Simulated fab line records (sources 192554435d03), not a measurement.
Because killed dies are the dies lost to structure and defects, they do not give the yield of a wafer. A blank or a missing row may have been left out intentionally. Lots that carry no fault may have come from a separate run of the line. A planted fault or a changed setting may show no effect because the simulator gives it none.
Matching of chambers -- flow n5_finfet -- 4 sister chambers for N5_BEOL_M2_ALD_98 on ald_sin-04
The step deposits SiO2, target thk 2.5 nm, pulse time 1 s, co reactant pulse time 1 s. 4 wafers are shown with their chamber, then 7 later ones without.

== WAFERS PAIRED WITH THEIR CHAMBERS ==
wafer,chamber,heater_power_w (W)
L084.1,1,72
L085.4,3,97
L087.1,2,68
L087.2,0,75

== WAFERS MISSING THEIR CHAMBER ==
wafer,heater_power_w (W)
L087.3,71
L089.1,95
L089.2,72
L089.4,69
L097.2,69
L097.3,71
L097.4,75

== CHAMBER TAKEN BY EACH ==
wafer,from the rows above,in truth
L087.3,can't be placed: 1 or 2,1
L089.1,3,3
L089.2,1,1
L089.4,can't be placed: 2 or 1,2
L097.2,can't be placed: 2 or 1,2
L097.3,can't be placed: 1 or 2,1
L097.4,0,0
3 of 7 placed correctly. From these rows, 4 cannot be placed; in 4 the true chamber is one of the candidates. Placed wrongly: 0.
How it was worked out, from the rows above alone: a wafer's distance from a chamber is the root of the sum, over the readings, of the square of ((its reading less the chamber's mean) divided by the reading's scatter). If the next closest chamber is less than 2 further off than the closest, the wafer can't be placed; otherwise it belongs to the closest. Each chamber's mean is taken over the wafers shown for it. The scatter: root of mean squared gap, hidden wafer to nearest shown wafer, with one shown wafer a chamber.
